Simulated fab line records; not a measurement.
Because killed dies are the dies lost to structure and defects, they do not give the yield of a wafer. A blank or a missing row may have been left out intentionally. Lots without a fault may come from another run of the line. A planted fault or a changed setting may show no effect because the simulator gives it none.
fab line records -- flow nand-harc
record: lots: 6, wafers: 18, last-day: 24
route steps=1159 shown A_CONTACT@895 END@1159
lots untouched by any fault: they come from a run of this same line in which no faults occurred
start-h: start of the lot's first displayed wafer, in hours after the record's first day -- wait-h: how many hours have passed since the lot's step before this one -- " same as the row above -- L1.1+2: several wafers, shown together as one row -- - no value, or no start was given -- * or withheld: withheld -- < > ~ a bound
route shown NAME@n: names a module that has steps shown in the file, with the first one's number in the route -- usual: the fault-free wafers' mean and standard deviation -- same: alike in all rows -- chamber/n: place in a boat -- sites: per-site readings -- _std_site: how widely they spread, as a standard deviation -- _edge_site: outer sites' mean less inner sites' -- radius-mm: for every site, how far away it sits from the centre of the wafer -- mask NAME#n: copy n -- behind: the tool/chamber that last shaped the wafer -- hold: what put the lot on hold/how long, in hours/how the hold closed -- device: whichever transistor did not switch (one of n, p or np) -- end of line: the same wafers' tests at the end of the route -- a step without rows: its recipe alone -- killed: at the first sort, the dies lost to defects and structure; wafer yield is something else -- map: the dies of a wafer, with x for killed, . for not killed, _ for no die there
set.NAME: the setting the step ran with; set.NAME@STEP: the setting that earlier step ran with -- model.NAME: the simulator's own value behind a step, which no gauge read
a table for each step, a row for each wafer; lots at some steps of the route
services: from which hour (start-h, from the record's first day; less than 0 if before it) a tool's chamber was out of use, for how many hours, and why
== steps ==
step: NHARC_A_CONTACT_DEVELOP_68
recipe: develop-time-s: 35, dev-temp-c: 23
step: NHARC_A_CONTACT_CD_MEAS_69
recipe: target-cd-nm: 200, landing-energy-ev: 500
usual: cd-nm: 200.0/0.43
lot.wafer,tool,chamber,start-h,wait-h,cd-nm
L816.2,cd-sem-03,0,389.47,-,200.2
L816.4,cd-sem-03,0,389.47,-,199.8
L816.6,cd-sem-03,0,389.47,-,199.8
L818.4,cd-sem-03,0,409.50,-,199.1
L818.5,cd-sem-03,0,409.50,-,199.5
L818.6,cd-sem-03,0,409.50,-,199.1
L823.1,cd-sem-03,0,454.31,-,199.3
L823.5,cd-sem-03,0,454.31,-,199.8
L823.6,cd-sem-03,0,454.31,-,199.5
L827.2,cd-sem-02,0,464.22,-,199.3
L827.4,cd-sem-02,0,464.22,-,200.0
L827.5,cd-sem-02,0,464.22,-,200.2
L836.1,cd-sem-03,0,511.83,-,199.9
L836.4,cd-sem-03,0,511.83,-,199.5
L836.5,cd-sem-03,0,511.83,-,199.8
L834.1,cd-sem-03,0,514.80,-,200.9
L834.5,cd-sem-03,0,514.80,-,200.5
L834.6,cd-sem-03,0,514.80,-,200.2
step: NHARC_A_CONTACT_OVL_MEAS_70
usual: overlay-x-nm: 0.2/0.76, overlay-y-nm: 0.4/0.82
lot.wafer,tool,chamber,start-h,wait-h,overlay-x-nm,overlay-y-nm
L816.2,overlay-02,-,389.56,-,0.2,0.8
L816.4,overlay-02,-,389.56,-,0.1,1.5
L816.6,overlay-02,-,389.56,-,-0.2,1.3
L818.4,overlay-01,-,409.58,-,-0.6,-1.0
L818.5,overlay-01,-,409.58,-,-1.3,-1.2
L818.6,overlay-01,-,409.58,-,-1.0,-1.1
L823.1,overlay-02,-,454.40,-,0.1,1.3
L823.5,overlay-02,-,454.40,-,0.0,1.0
L823.6,overlay-02,-,454.40,-,-0.1,0.9
L827.2,overlay-02,-,464.31,-,0.5,0.4
L827.4,overlay-02,-,464.31,-,0.0,0.0
L827.5,overlay-02,-,464.31,-,0.2,0.0
L836.1,overlay-02,-,511.92,-,2.6,0.5
L836.4,overlay-02,-,511.92,-,1.8,-0.1
L836.5,overlay-02,-,511.92,-,1.9,0.0
L834.1,overlay-01,-,514.89,-,0.7,-0.2
L834.5,overlay-01,-,514.89,-,0.8,-0.2
L834.6,overlay-01,-,514.89,-,0.2,0.0
step: NHARC_A_CONTACT_INSPECT_71
usual: raw-defect-count: 30/13
lot.wafer,tool,chamber,start-h,wait-h,raw-defect-count
L816.2,defect-inspect-01,-,389.59,0.0,26
L816.4,defect-inspect-01,-,389.59,0.0,24
L816.6,defect-inspect-01,-,389.59,0.0,25
L818.4,defect-inspect-01,-,409.62,0.0,34
L818.5,defect-inspect-01,-,409.62,0.0,24
L818.6,defect-inspect-01,-,409.62,0.0,28
L823.1,defect-inspect-01,-,454.43,0.0,32
L823.5,defect-inspect-01,-,454.43,0.0,31
L823.6,defect-inspect-01,-,454.43,0.0,23
L827.2,defect-inspect-02,-,464.34,0.0,16
L827.4,defect-inspect-02,-,464.34,0.0,10
L827.5,defect-inspect-02,-,464.34,0.0,11
L836.1,defect-inspect-01,-,511.96,0.0,34
L836.4,defect-inspect-01,-,511.96,0.0,40
L836.5,defect-inspect-01,-,511.96,0.0,40
L834.1,defect-inspect-01,-,514.93,0.0,23
L834.5,defect-inspect-01,-,514.93,0.0,19
L834.6,defect-inspect-01,-,514.93,0.0,15
step: NHARC_A_CONTACT_DESCUM_74
recipe: time-s: 3, o2-flow-sccm: 200, ar-flow-sccm: 0, bias-power-w: 0, chemistry: O2
usual: drypump-motor-current-A: 5.6/0.53, oes-product-au: 1.000/0.0069, rf-vpp-V: 57.9/0.98, showerhead-plenum-p-Torr: 1.93/0.096, throttle-valve-pct: 11.313/0.0093
lot.wafer,tool,chamber,start-h,wait-h,drypump-motor-current-A,oes-product-au,rf-hours-counter-h,rf-vpp-V,showerhead-plenum-p-Torr,throttle-valve-pct
L816.4,rie-diel-02,2,389.65,0.1,5.5,0.994,12,56.8,1.78,11.300
L816.2,rie-diel-02,0,389.65,0.1,6.3,1.004,13,58.5,2.02,11.319
L816.6,rie-diel-02,3,389.65,0.1,5.8,0.999,-,58.5,1.99,11.326
L818.4,rie-diel-02,1,409.70,0.1,4.9,0.994,13,59.1,1.95,11.314
L818.6,rie-diel-02,3,409.70,0.1,5.8,0.981,-,57.6,1.99,11.320
L818.5,rie-diel-02,0,409.70,0.1,6.3,1.009,-,57.3,2.02,11.315
L823.1,rie-diel-02,2,454.51,0.1,5.5,1.000,23,56.5,1.78,11.320
L823.6,rie-diel-02,0,454.51,0.1,6.3,0.997,-,59.2,2.02,11.328
L823.5,rie-diel-02,1,454.51,0.1,4.9,1.001,-,59.3,1.95,11.301
L827.4,rie-diel-02,0,464.40,0.1,6.3,0.987,26,59.1,2.02,11.321
L827.2,rie-diel-02,3,464.40,0.1,5.8,0.988,25,59.6,1.99,11.309
L827.5,rie-diel-02,0,464.40,0.1,6.3,1.002,-,59.6,2.02,11.295
L836.1,rie-diel-12,1,512.06,0.1,5.0,0.997,45,56.7,1.79,11.308
L836.4,rie-diel-12,0,512.06,0.1,5.8,1.003,45,58.7,1.88,11.308
L836.5,rie-diel-12,1,512.06,0.1,5.0,0.986,-,55.8,1.79,11.297
L834.1,rie-diel-02,2,515.01,0.1,5.5,1.003,0,57.0,1.78,11.314
L834.5,rie-diel-02,3,515.01,0.1,5.8,0.993,-,57.9,1.99,11.308
L834.6,rie-diel-02,1,515.01,0.1,4.9,0.996,-,55.9,1.94,11.315
step: NHARC_A_CONTACT_ETCH_75
recipe: target-depth-a: 390, over-etch-frac: 0.3, time-s: 65, ion-energy-ev: 80, cf4-flow-sccm: 150, ar-flow-sccm: 0, rf-w: 300, bias-w: 100, chemistry: CF4
usual: bias-w: 100.0/0.31, cf4-flow-sccm: 150.0/0.43, drypump-motor-current-A: 5.6/0.52, oes-product-au: 0.998/0.0076, rf-fwd-power-W: 297.3/1.2, rf-vpp-V: 151.4/1.2, showerhead-plenum-p-Torr: 1.79/0.082, throttle-valve-pct: 13.283/0.0098
lot.wafer,tool,chamber,start-h,wait-h,bias-w,cf4-flow-sccm,drypump-motor-current-A,oes-product-au,rf-fwd-power-W,rf-hours-counter-h,rf-vpp-V,showerhead-plenum-p-Torr,throttle-valve-pct
L816.4,rie-diel-02,0,389.74,0.1,100.5,150.6,6.3,1.006,298.5,13,152.4,1.86,13.300
L816.2,rie-diel-02,3,389.74,0.1,99.4,150.2,5.8,0.988,298.2,13,152.1,1.84,13.287
L816.6,rie-diel-02,0,389.74,0.1,100.5,150.3,6.3,1.004,298.0,-,153.1,1.86,13.281
L818.4,rie-diel-02,0,409.77,0.1,99.8,150.4,6.3,1.009,297.9,16,152.2,1.86,13.287
L818.5,rie-diel-02,3,409.77,0.1,99.9,149.6,5.8,1.000,296.0,-,150.1,1.84,13.264
L818.6,rie-diel-02,0,409.77,0.1,100.0,150.0,6.3,1.003,299.4,-,152.1,1.86,13.292
L823.1,rie-diel-02,2,454.59,0.1,100.0,149.8,5.5,0.994,299.6,23,150.3,1.65,13.291
L823.6,rie-diel-02,1,454.59,0.1,100.5,150.0,4.9,0.991,296.8,-,153.1,1.80,13.272
L823.5,rie-diel-02,2,454.59,0.1,99.9,149.7,5.5,1.001,297.3,-,149.1,1.65,13.299
L827.2,rie-diel-02,1,464.49,0.1,99.1,150.6,4.9,0.999,296.6,24,149.7,1.80,13.271
L827.4,rie-diel-02,0,464.49,0.1,100.2,150.2,6.3,1.007,298.2,26,151.4,1.86,13.272
L827.5,rie-diel-02,2,464.49,0.1,100.3,149.8,5.5,1.002,297.1,-,149.5,1.65,13.299
L836.1,rie-diel-12,2,512.15,0.1,100.2,149.9,5.7,1.007,295.9,47,151.6,1.74,13.288
L836.4,rie-diel-12,3,512.15,0.1,99.6,150.1,5.9,0.999,296.5,43,151.3,1.81,13.279
L836.5,rie-diel-12,1,512.15,0.1,100.5,151.0,5.0,0.983,300.0,-,149.4,1.66,13.302
L834.1,rie-diel-02,3,515.11,0.1,99.8,150.0,5.8,0.975,296.4,0,150.4,1.83,13.277
L834.5,rie-diel-02,2,515.11,0.1,100.3,149.0,5.5,0.991,297.3,-,149.3,1.65,13.277
L834.6,rie-diel-02,3,515.11,0.1,99.5,150.1,5.8,0.976,298.0,-,151.8,1.83,13.275
step: NHARC_A_CONTACT_ETCH_76
recipe: target-depth-a: 2600, over-etch-frac: 0.3, time-s: 475.3, ion-energy-ev: 200, n2-flow-sccm: 150, h2-flow-sccm: 150, ar-flow-sccm: 0, rf-w: 400, bias-w: 150, chemistry: N2/H2
usual: bias-w: 150.0/0.41, chamber-pressure-mTorr: 30.003/0.028, drypump-motor-current-A: 5.6/0.51, h2-flow-sccm: 149.9/0.44, oes-product-au: 0.999/0.0069, rf-fwd-power-W: 399.7/1.1, rf-vpp-V: 431.3/2.9, showerhead-plenum-p-Torr: 2.07/0.1, throttle-valve-pct: 14.171/0.0092
lot.wafer,tool,chamber,start-h,wait-h,bias-w,chamber-pressure-mTorr,drypump-motor-current-A,h2-flow-sccm,oes-product-au,rf-fwd-power-W,rf-hours-counter-h,rf-vpp-V,showerhead-plenum-p-Torr,throttle-valve-pct
L816.2,rie-diel-02,2,-,-,150.2,29.994,5.5,150.1,1.005,400.7,12,427.6,1.90,14.169
L816.4,rie-diel-02,0,-,-,149.3,30.004,6.3,150.4,1.004,399.6,13,434.0,2.16,14.163
L816.6,rie-diel-02,3,-,-,149.8,30.035,5.8,150.0,1.000,400.2,-,434.0,2.13,14.159
L818.4,rie-diel-02,3,-,-,150.8,30.009,5.8,150.4,0.989,401.3,15,433.5,2.13,14.176
L818.5,rie-diel-02,3,-,-,150.6,30.036,5.8,150.2,0.991,399.8,-,432.4,2.13,14.181
L818.6,rie-diel-02,0,-,-,149.1,29.992,6.3,149.4,0.996,401.0,-,434.6,2.16,14.175
L823.1,rie-diel-02,0,-,-,149.6,29.996,6.3,149.4,1.003,399.5,24,433.1,2.15,14.164
L823.6,rie-diel-02,1,-,-,149.8,30.004,4.9,149.6,0.987,399.4,-,431.1,2.08,14.178
L823.5,rie-diel-02,2,-,-,149.9,29.968,5.5,150.4,1.002,400.4,-,426.4,1.89,14.190
L827.4,rie-diel-02,1,-,-,149.8,29.991,4.9,149.9,1.000,398.8,24,431.3,2.08,14.175
L827.2,rie-diel-02,3,-,-,150.4,30.021,5.8,149.9,1.003,400.1,26,432.8,2.12,14.172
L827.5,rie-diel-02,1,-,-,150.3,29.979,4.9,150.2,0.994,400.7,-,431.8,2.08,14.180
L836.4,rie-diel-12,2,-,-,150.3,29.981,5.8,149.3,0.995,396.9,47,431.2,2.01,14.164
L836.1,rie-diel-12,3,-,-,149.7,30.017,6.0,149.6,1.005,400.1,43,430.5,2.09,14.169
L836.5,rie-diel-12,3,-,-,149.3,30.016,5.9,149.9,1.002,400.1,-,432.3,2.09,14.175
L834.1,rie-diel-02,2,-,-,149.5,30.023,5.5,150.0,1.000,398.8,0,426.7,1.89,14.173
L834.5,rie-diel-02,2,-,-,150.2,29.968,5.5,150.5,0.995,398.9,-,426.4,1.89,14.157
L834.6,rie-diel-02,3,-,-,150.4,29.994,5.8,151.4,0.981,399.5,-,432.3,2.12,14.180
step: NHARC_A_CONTACT_ETCH_77
recipe: target-depth-a: 726, time-s: 36.3, cf4-flow-sccm: 100, chf3-flow-sccm: 30, ar-flow-sccm: 0, rf-w: 500, bias-w: 200, chemistry: CF4/CHF3
step: NHARC_A_CONTACT_ETCH_78
recipe: target-depth-a: 28000, over-etch-frac: 0.3, time-s: 728, ion-energy-ev: 150, o2-flow-sccm: 400, cos-flow-sccm: 20, ar-flow-sccm: 0, rf-w: 500, bias-w: 300, chemistry: O2/COS
step: NHARC_A_CONTACT_ETCH_124
recipe: source-w: withheld, pressure-mtorr: 20, bias-v: withheld, time-s: 140, target-depth-a: 7000, ar-flow-sccm: withheld, c4f8-flow-sccm: withheld, o2-flow-sccm: withheld, chemistry: C4F8/O2/Ar
step: NHARC_A_CONTACT_ETCH_125
recipe: source-w: withheld, pressure-mtorr: 20, bias-v: 1200, time-s: 155, target-depth-a: 9560, ar-flow-sccm: withheld, c4f8-flow-sccm: withheld, o2-flow-sccm: withheld, chemistry: C4F8/O2/Ar
usual: chamber-pressure-mTorr: 20.000/0.018, oes-air-line-au: 1.000/0.02
lot.wafer,tool,chamber,start-h,wait-h,chamber-pressure-mTorr,oes-air-line-au,rf-hours-counter-h
L816.2,har-cap-etch-01,0,391.07,0.2,20.042,1.002,61
L816.4,har-cap-etch-01,0,391.07,0.2,19.965,0.987,-
L816.6,har-cap-etch-01,0,391.07,0.2,19.992,0.990,-
L818.4,har-cap-etch-02,1,411.53,0.1,20.017,1.004,-
L818.6,har-cap-etch-02,0,411.53,0.1,20.008,0.947,-
L818.5,har-cap-etch-02,1,411.53,0.1,19.989,1.001,-
L823.1,har-cap-etch-01,1,455.82,0.2,19.998,1.038,72
L823.6,har-cap-etch-01,1,455.82,0.2,19.987,1.011,-
L823.5,har-cap-etch-01,0,455.82,0.2,20.009,1.029,-
L827.2,har-cap-etch-01,1,465.84,0.2,19.977,0.973,74
L827.4,har-cap-etch-01,0,465.84,0.2,19.987,1.016,-
L827.5,har-cap-etch-01,1,465.84,0.2,19.978,0.985,-
L836.1,har-cap-etch-03,1,513.61,0.2,20.015,0.998,110
L836.4,har-cap-etch-03,0,513.61,0.2,20.025,0.983,-
L836.5,har-cap-etch-03,0,513.61,0.2,19.975,1.008,-
L834.1,har-cap-etch-03,0,516.63,0.2,20.024,0.990,112
L834.5,har-cap-etch-03,1,516.63,0.2,20.012,1.000,-
L834.6,har-cap-etch-03,0,516.63,0.2,20.016,0.988,-
step: NHARC_A_CONTACT_ETCH_126
recipe: source-w: withheld, pressure-mtorr: 20, bias-v: 1200, time-s: 155, target-depth-a: 9560, ar-flow-sccm: withheld, c4f8-flow-sccm: withheld, o2-flow-sccm: withheld, chemistry: C4F8/O2/Ar
usual: chamber-pressure-mTorr: 20.001/0.019, oes-air-line-au: 0.998/0.019
lot.wafer,tool,chamber,start-h,wait-h,chamber-pressure-mTorr,oes-air-line-au,rf-hours-counter-h
L816.2,har-cap-etch-01,0,391.26,0.2,19.993,1.007,61
L816.4,har-cap-etch-01,0,391.26,0.2,19.980,1.017,-
L816.6,har-cap-etch-01,0,391.26,0.2,20.006,1.005,-
L818.4,har-cap-etch-02,1,411.67,0.1,20.000,1.008,-
L818.6,har-cap-etch-02,0,411.67,0.1,20.006,1.003,-
L818.5,har-cap-etch-02,1,411.67,0.1,19.997,1.031,-
L823.1,har-cap-etch-01,1,455.97,0.1,19.990,0.965,72
L823.6,har-cap-etch-01,1,455.97,0.1,19.978,0.980,-
L823.5,har-cap-etch-01,0,455.97,0.1,20.012,1.012,-
L827.2,har-cap-etch-01,1,465.99,0.1,20.034,1.011,74
L827.4,har-cap-etch-01,0,465.99,0.1,19.988,0.987,-
L827.5,har-cap-etch-01,1,465.99,0.1,20.008,1.011,-
L836.1,har-cap-etch-03,1,513.75,0.1,19.982,0.994,110
L836.4,har-cap-etch-03,0,513.75,0.1,20.025,0.996,-
L836.5,har-cap-etch-03,0,513.75,0.1,20.016,1.007,-
L834.1,har-cap-etch-03,0,516.78,0.1,19.995,1.004,112
L834.5,har-cap-etch-03,1,516.78,0.1,19.998,1.053,-
L834.6,har-cap-etch-03,0,516.78,0.1,19.991,0.941,-
step: NHARC_A_CONTACT_ETCH_127
recipe: source-w: withheld, pressure-mtorr: 20, bias-v: 1200, time-s: 155, target-depth-a: 9560, ar-flow-sccm: withheld, c4f8-flow-sccm: withheld, o2-flow-sccm: withheld, chemistry: C4F8/O2/Ar
usual: chamber-pressure-mTorr: 20.000/0.019, oes-air-line-au: 0.996/0.021
lot.wafer,tool,chamber,start-h,wait-h,chamber-pressure-mTorr,oes-air-line-au,rf-hours-counter-h
L816.2,har-cap-etch-01,0,391.45,0.2,20.016,0.971,61
L816.4,har-cap-etch-01,0,391.45,0.2,20.034,0.977,-
L816.6,har-cap-etch-01,0,391.45,0.2,19.985,0.993,-
L818.4,har-cap-etch-02,1,411.81,0.1,20.012,1.037,-
L818.6,har-cap-etch-02,0,411.81,0.1,20.009,1.008,-
L818.5,har-cap-etch-02,1,411.81,0.1,20.029,1.054,-
L823.1,har-cap-etch-01,1,456.11,0.1,-,-,-
L823.6,har-cap-etch-01,1,456.11,0.1,-,-,-
L823.5,har-cap-etch-01,0,456.11,0.1,-,-,-
L827.2,har-cap-etch-01,1,466.13,0.1,-,-,-
L827.4,har-cap-etch-01,0,466.13,0.1,-,-,-
L827.5,har-cap-etch-01,1,466.13,0.1,-,-,-
L836.1,har-cap-etch-03,1,513.89,0.1,20.014,0.954,110
L836.4,har-cap-etch-03,0,513.89,0.1,20.026,1.006,-
L836.5,har-cap-etch-03,0,513.89,0.1,19.992,1.017,-
L834.1,har-cap-etch-03,0,516.92,0.1,20.026,1.028,112
L834.5,har-cap-etch-03,1,516.92,0.1,19.994,1.049,-
L834.6,har-cap-etch-03,0,516.92,0.1,20.011,1.034,-
step: NHARC_A_CONTACT_ETCH_128
recipe: source-w: withheld, pressure-mtorr: 20, bias-v: 1200, time-s: 155, target-depth-a: 9560, ar-flow-sccm: withheld, c4f8-flow-sccm: withheld, o2-flow-sccm: withheld, chemistry: C4F8/O2/Ar
step: NHARC_END_SORT_01
recipe: temp-c: 25
usual: killed-at-array: 29/11, killed-at-other: 0.6/0.92, killed-at-periphery: 3.2/2, killed-dies: 33/11, killed-open: 3.2/2, killed-short: 1.9/1.5
same: gross-dies: 677
lot.wafer,tool,chamber,start-h,wait-h,killed-at-array,killed-at-other,killed-at-periphery,killed-dies,killed-open,killed-short
L823.1,prober-01,0,519.44,2.5,675,0,2,677,0,1
L823.5,prober-01,0,522.57,3.6,672,0,5,677,7,1
L823.6,prober-01,0,523.35,3.9,673,0,4,677,5,1
L827.2,prober-01,0,527.90,2.8,676,0,1,677,1,2
L827.4,prober-01,0,529.50,3.4,674,0,3,677,2,1
L827.5,prober-01,0,530.30,3.7,673,0,4,677,3,2
killed by level:class
L823.1 A_CONTACT:area-etch=644 A_SLIT:chamber-film-flake=18 A_CHANNEL_HOLE_D1:chamber-film-flake=6 A_ZERO_WELL:chamber-film-flake=2 A_WL_FILL:chamber-film-flake=2 A_CONTACT:chamber-film-flake=2 A_CHANNEL_FILL_D1:geometric-particle:short=1 P_ZERO_WELL:chamber-film-flake=1
L823.5 A_CONTACT:area-etch=637 A_SLIT:chamber-film-flake=14 A_CHANNEL_HOLE_D1:chamber-film-flake=6 A_CONTACT:chamber-film-flake=4 P_ZERO_WELL:chamber-film-flake=3 P_M0:geometric-particle:open=2 A_ZERO_WELL:chamber-film-flake=2 A_STAIRCASE:chamber-film-flake=2
L823.6 A_CONTACT:area-etch=651 A_SLIT:chamber-film-flake=7 A_STAIRCASE:chamber-film-flake=4 A_CONTACT:geometric-particle:open=3 A_CONTACT:chamber-film-flake=3 P_ZERO_WELL:chamber-film-flake=2 A_CHANNEL_HOLE_D1:chamber-film-flake=2 P_CONTACT:geometric-particle:open=1
L827.2 A_CONTACT:area-etch=657 A_CHANNEL_HOLE_D1:chamber-film-flake=9 A_CONTACT:chamber-film-flake=3 A_STAIRCASE:chamber-film-flake=2 A_WL_FILL:chamber-film-flake=2 A_ONON_D1:geometric-particle:short=1 A_WL_FILL:geometric-particle:short=1 A_CONTACT:geometric-particle:open=1
L827.4 A_CONTACT:area-etch=666 A_CHANNEL_HOLE_D1:chamber-film-flake=4 A_CONTACT:chamber-film-flake=2 P_STI:geometric-particle:open=1 P_M1:geometric-particle:short=1 A_CHANNEL_FILL_D1:geometric-particle:open=1 P_GATE:chamber-film-flake=1 A_STAIRCASE:chamber-film-flake=1
L827.5 A_CONTACT:area-etch=659 A_CHANNEL_HOLE_D1:chamber-film-flake=4 A_STAIRCASE:chamber-film-flake=3 A_WL_FILL:geometric-particle:open=2 P_GATE:chamber-film-flake=2 P_STI:geometric-particle:short=1 A_CHANNEL_FILL_D1:geometric-particle:open=1 A_WL_FILL:geometric-particle:short=1
map L823.1 (x killed, . not)
____________x____________
_________xxxxxxx_________
_______xxxxxxxxxxx_______
______xxxxxxxxxxxxx______
_____xxxxxxxxxxxxxxx_____
____xxxxxxxxxxxxxxxxx____
____xxxxxxxxxxxxxxxxx____
___xxxxxxxxxxxxxxxxxxx___
___xxxxxxxxxxxxxxxxxxx___
__xxxxxxxxxxxxxxxxxxxxx__
__xxxxxxxxxxxxxxxxxxxxx__
_xxxxxxxxxxxxxxxxxxxxxxx_
_xxxxxxxxxxxxxxxxxxxxxxx_
_xxxxxxxxxxxxxxxxxxxxxxx_
_xxxxxxxxxxxxxxxxxxxxxxx_
_xxxxxxxxxxxxxxxxxxxxxxx_
xxxxxxxxxxxxxxxxxxxxxxxxx
xxxxxxxxxxxxxxxxxxxxxxxxx
xxxxxxxxxxxxxxxxxxxxxxxxx
xxxxxxxxxxxxxxxxxxxxxxxxx
xxxxxxxxxxxxxxxxxxxxxxxxx
_xxxxxxxxxxxxxxxxxxxxxxx_
_xxxxxxxxxxxxxxxxxxxxxxx_
_xxxxxxxxxxxxxxxxxxxxxxx_
_xxxxxxxxxxxxxxxxxxxxxxx_
_xxxxxxxxxxxxxxxxxxxxxxx_
__xxxxxxxxxxxxxxxxxxxxx__
__xxxxxxxxxxxxxxxxxxxxx__
___xxxxxxxxxxxxxxxxxxx___
___xxxxxxxxxxxxxxxxxxx___
____xxxxxxxxxxxxxxxxx____
____xxxxxxxxxxxxxxxxx____
_____xxxxxxxxxxxxxxx_____
______xxxxxxxxxxxxx______
_______xxxxxxxxxxx_______
_________xxxxxxx_________
____________x____________
map L827.2 (x killed, . not)
____________x____________
_________xxxxxxx_________
_______xxxxxxxxxxx_______
______xxxxxxxxxxxxx______
_____xxxxxxxxxxxxxxx_____
____xxxxxxxxxxxxxxxxx____
____xxxxxxxxxxxxxxxxx____
___xxxxxxxxxxxxxxxxxxx___
___xxxxxxxxxxxxxxxxxxx___
__xxxxxxxxxxxxxxxxxxxxx__
__xxxxxxxxxxxxxxxxxxxxx__
_xxxxxxxxxxxxxxxxxxxxxxx_
_xxxxxxxxxxxxxxxxxxxxxxx_
_xxxxxxxxxxxxxxxxxxxxxxx_
_xxxxxxxxxxxxxxxxxxxxxxx_
_xxxxxxxxxxxxxxxxxxxxxxx_
xxxxxxxxxxxxxxxxxxxxxxxxx
xxxxxxxxxxxxxxxxxxxxxxxxx
xxxxxxxxxxxxxxxxxxxxxxxxx
xxxxxxxxxxxxxxxxxxxxxxxxx
xxxxxxxxxxxxxxxxxxxxxxxxx
_xxxxxxxxxxxxxxxxxxxxxxx_
_xxxxxxxxxxxxxxxxxxxxxxx_
_xxxxxxxxxxxxxxxxxxxxxxx_
_xxxxxxxxxxxxxxxxxxxxxxx_
_xxxxxxxxxxxxxxxxxxxxxxx_
__xxxxxxxxxxxxxxxxxxxxx__
__xxxxxxxxxxxxxxxxxxxxx__
___xxxxxxxxxxxxxxxxxxx___
___xxxxxxxxxxxxxxxxxxx___
____xxxxxxxxxxxxxxxxx____
____xxxxxxxxxxxxxxxxx____
_____xxxxxxxxxxxxxxx_____
______xxxxxxxxxxxxx______
_______xxxxxxxxxxx_______
_________xxxxxxx_________
____________x____________
== services ==
tool,chamber,start-h,hours,kind
rie-diel-12,-,379.69,9.0,pm
rie-diel-02,0,385.79,-,clean
rie-diel-02,1,385.79,-,clean
rie-diel-02,2,385.79,-,clean
rie-diel-02,3,385.79,-,clean
rie-diel-12,3,406.51,1.2,repair
rie-diel-02,0,410.30,-,clean
rie-diel-02,1,410.30,-,clean
rie-diel-02,2,410.30,-,clean
rie-diel-02,3,410.30,-,clean
har-cap-etch-02,-,418.51,0.6,repair
rie-diel-12,-,423.86,1.4,repair
har-cap-etch-01,-,434.52,0.1,repair
rie-diel-02,0,434.86,-,clean
rie-diel-02,1,434.86,-,clean
rie-diel-02,2,434.86,-,clean
rie-diel-02,3,434.86,-,clean
rie-diel-12,3,450.91,2.4,repair
rie-diel-02,0,459.36,-,clean
rie-diel-02,2,490.18,1.7,repair
rie-diel-02,-,504.79,9.0,pm
rie-diel-12,3,504.83,5.6,repair
har-cap-etch-03,-,512.78,0.4,repair
rie-diel-02,0,513.83,1.9,repair
== key ==
first-sign: step: NHARC_A_CONTACT_ETCH_127, reading: tool-record, direction: missing
effect: step: NHARC_END_SORT_01, reading: killed-at-array, direction: up, sigmas: 61, usual: 29, struck: 674
more-kills-born-at: NHARC_A_CONTACT_ETCH_127@har-cap-etch-01: 3914
met-at NHARC_A_CONTACT_ETCH_127
struck-wafers L823.1,L823.5,L823.6,L827.2,L827.4,L827.5
later-rows-left-out L823.1,L823.5,L823.6,L827.2,L827.4,L827.5
tester-left-out L823,L827
onset-between 391.45 456.11
fault: kind: skipped-step-whole, tool: har-cap-etch-01, chamber: -, onset-h: 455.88, steps: NHARC_A_CONTACT_ETCH_127, scope: struck-lots-only
tester-left-out: of these lots the tester's yield and bins aren't shown, on N5 and GAA mostly nor the transistor test; their killed dies are dies lost to structure and defects alone, not to doping, threshold or leakage, so they don't give the yield
later-rows-left-out: the simulator's readings of these wafers behind a module that went badly wrong aren't trusted and aren't shown, but for the sort
